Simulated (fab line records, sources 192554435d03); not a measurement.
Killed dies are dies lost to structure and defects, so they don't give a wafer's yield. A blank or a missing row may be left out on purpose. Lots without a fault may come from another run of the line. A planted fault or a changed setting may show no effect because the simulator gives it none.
Which tool did it? | flow n5_finfet | 10 lots, 30 wafers sampled, at 3 steps of a route of 1938

WHAT THE GAUGES READ, wafer by wafer
N5_BEOL_M9_RS_MEAS_57: measures by four-point-probe. Usual: M9_RS 0.148 ohm/sq, standard deviation 0.0043.
lot  | measured     | on            | M9_RS (ohm/sq)    | flag
L123 | day 12 15:34 | film_metro-02 | 0.146 0.150 0.147 |
L125 | day 13 14:07 | film_metro-01 | 0.148 0.152 0.138 |
L129 | day 14 03:34 | film_metro-02 | 0.152 0.147 0.155 |
L130 | day 14 16:06 | film_metro-01 | 0.142 0.141 0.145 |
L126 | day 14 16:46 | film_metro-01 | 0.143 0.151 0.151 |
L133 | day 15 07:01 | film_metro-01 | 0.153 0.150 0.150 |
L134 | day 15 12:22 | film_metro-02 | 0.150 0.152 0.148 |
L142 | day 17 18:56 | film_metro-01 | 0.140 0.150 0.152 |
L144 | day 18 14:58 | film_metro-01 | 0.147 0.147 0.145 |
L143 | day 19 20:06 | film_metro-02 | 0.147 0.152 0.152 |

WHICH TOOL RAN EACH LOT (tool, then ch and the chambers of the sampled wafers, then the start)
lot  | N5_BEOL_M9_ETCH_41                            | N5_BEOL_M9_STRIP_80
L123 | rie_diel-03 ch 1,2,3, day 12 15:34 or earlier | rie_diel-03 ch 1,2,3, day 12 15:34 or earlier
L125 | rie_diel-03 ch 0,2,3, day 13 14:07 or earlier | rie_diel-03 ch 0,2,3, day 13 14:07 or earlier
L129 | rie_diel-06 ch 0,2,3, day 14 03:34 or earlier | rie_diel-06 ch 0,2,3, day 14 03:34 or earlier
L130 | rie_diel-06 ch 0,1, day 14 16:06 or earlier   | rie_diel-06 ch 0,1, day 14 16:06 or earlier
L126 | rie_diel-06 ch 1,2,3, day 14 16:46 or earlier | rie_diel-06 ch 1,2,3, day 14 16:46 or earlier
L133 | rie_diel-02 ch 1,2,3, day 15 07:01 or earlier | rie_diel-02 ch 1,2,3, day 15 07:01 or earlier
L134 | rie_diel-06 ch 0,2,3, day 15 12:22 or earlier | rie_diel-06 ch 0,2,3, day 15 12:22 or earlier
L142 | rie_diel-06 ch 0,1,2, day 17 18:56 or earlier | rie_diel-06 ch 0,1,2, day 17 18:56 or earlier
L144 | rie_diel-02 ch 0,1,3, day 18 14:58 or earlier | rie_diel-02 ch 0,1,3, day 18 14:58 or earlier
L143 | rie_diel-02 ch 0,2, day 19 20:06 or earlier   | rie_diel-02 ch 0,2, day 19 20:06 or earlier
- N5_BEOL_M9_ETCH_41: etches SiCN in CH3F/O2, target depth 36.6 nm, time 70.1 s.
- N5_BEOL_M9_STRIP_80: strips in N2/H2, time 10 s.

WHAT THE TOOLS THEMSELVES READ (means of the sampled wafers that have a number; where no wafer has one, the mark that the record gives instead)
N5_BEOL_M9_ETCH_41. Usual: CH3F_flow_sccm 29.99 sccm, standard deviation 0.086; drypump_motor_current_A 5.7 A, standard deviation 0.38; oes_product_au 0.82 a.u., standard deviation 0.082; rf_vpp_V 297.3 V, standard deviation 1.6; showerhead_plenum_p_Torr 2.00 Torr, standard deviation 0.066; throttle_valve_pct 16.20 %, standard deviation 0.19.
lot  | tool        | CH3F_flow_sccm (sccm) | drypump_motor_current_A (A) | oes_product_au (a.u.) | rf_vpp_V (V) | showerhead_plenum_p_Torr (Torr) | throttle_valve_pct (%) | flag
L123 | rie_diel-03 | 30.00                 | 5.7                         | 0.80                  | 298.9        | 2.08                            | 16.38                  |
L125 | rie_diel-03 | 29.98                 | 5.9                         | 0.83                  | 297.9        | 2.07                            | 16.09                  |
L129 | rie_diel-06 | 30.06                 | 5.6                         | 0.82                  | 297.1        | 2.00                            | 16.15                  |
L130 | rie_diel-06 | 30.03                 | 5.8                         | 0.92                  | 296.8        | 2.02                            | 15.99                  |
L126 | rie_diel-06 | 30.04                 | 5.4                         | 0.88                  | 296.5        | 2.01                            | 16.07                  |
L133 | rie_diel-02 | 29.91                 | 5.7                         | 0.73                  | 295.6        | 1.94                            | 16.35                  |
L134 | rie_diel-06 | 29.95                 | 5.6                         | 0.80                  | 296.9        | 1.99                            | 16.18                  |
L142 | rie_diel-06 | 29.98                 | 5.7                         | 0.83                  | 297.5        | 2.02                            | 16.07                  |
L144 | rie_diel-02 | 30.10                 | 5.7                         | 0.77                  | 297.5        | 1.98                            | 16.35                  |
L143 | rie_diel-02 | 30.04                 | 5.7                         | 0.76                  | 293.8        | 1.88                            | 16.51                  |

N5_BEOL_M9_STRIP_80. Usual: drypump_motor_current_A 5.7 A, standard deviation 0.38; oes_product_au 0.82 a.u., standard deviation 0.082; rf_vpp_V 59.2 V, standard deviation 0.92; showerhead_plenum_p_Torr 2.53 Torr, standard deviation 0.097; throttle_valve_pct 23.4 %, standard deviation 0.4.
lot  | tool        | drypump_motor_current_A (A) | oes_product_au (a.u.) | rf_vpp_V (V) | showerhead_plenum_p_Torr (Torr) | throttle_valve_pct (%) | flag
L123 | rie_diel-03 | 5.7                         | 0.80                  | 59.2         | 2.66                            | 24.0                   |
L125 | rie_diel-03 | 5.9                         | 0.82                  | 59.5         | 2.64                            | 23.6                   |
L129 | rie_diel-06 | 5.6                         | 0.82                  | 60.0         | 2.52                            | 23.1                   |
L130 | rie_diel-06 | 5.7                         | 0.91                  | 59.3         | 2.56                            | 23.0                   |
L126 | rie_diel-06 | 5.4                         | 0.88                  | 58.9         | 2.54                            | 23.1                   |
L133 | rie_diel-02 | 5.7                         | 0.73                  | 59.0         | 2.45                            | 23.6                   |
L134 | rie_diel-06 | 5.6                         | 0.81                  | 58.8         | 2.51                            | 23.1                   |
L142 | rie_diel-06 | 5.6                         | 0.84                  | 59.3         | 2.55                            | 23.1                   |
L144 | rie_diel-02 | 5.7                         | 0.76                  | 58.8         | 2.51                            | 23.9                   |
L143 | rie_diel-02 | 5.7                         | 0.76                  | 58.4         | 2.35                            | 23.8                   |

THE ANSWER, worked out from the rows above alone
Rule: a lot is off if the mean of its wafers that have a number lies more than 3 standard deviations from the usual mean. A lot without any number at a reading at which 4 lots or more have one is off too. The other lots that the step has rows for count as sound. The gauges are gone through in route order, then the tools' own readings, and for those a lot's mean is taken as printed above. The first step at which some lot is off is used, and at that step the reading that is off furthest; a lot without a number counts as furthest.
No lot is off at any reading shown: from this, nothing can be told.

WHAT THE SIMULATOR HAD PUT IN
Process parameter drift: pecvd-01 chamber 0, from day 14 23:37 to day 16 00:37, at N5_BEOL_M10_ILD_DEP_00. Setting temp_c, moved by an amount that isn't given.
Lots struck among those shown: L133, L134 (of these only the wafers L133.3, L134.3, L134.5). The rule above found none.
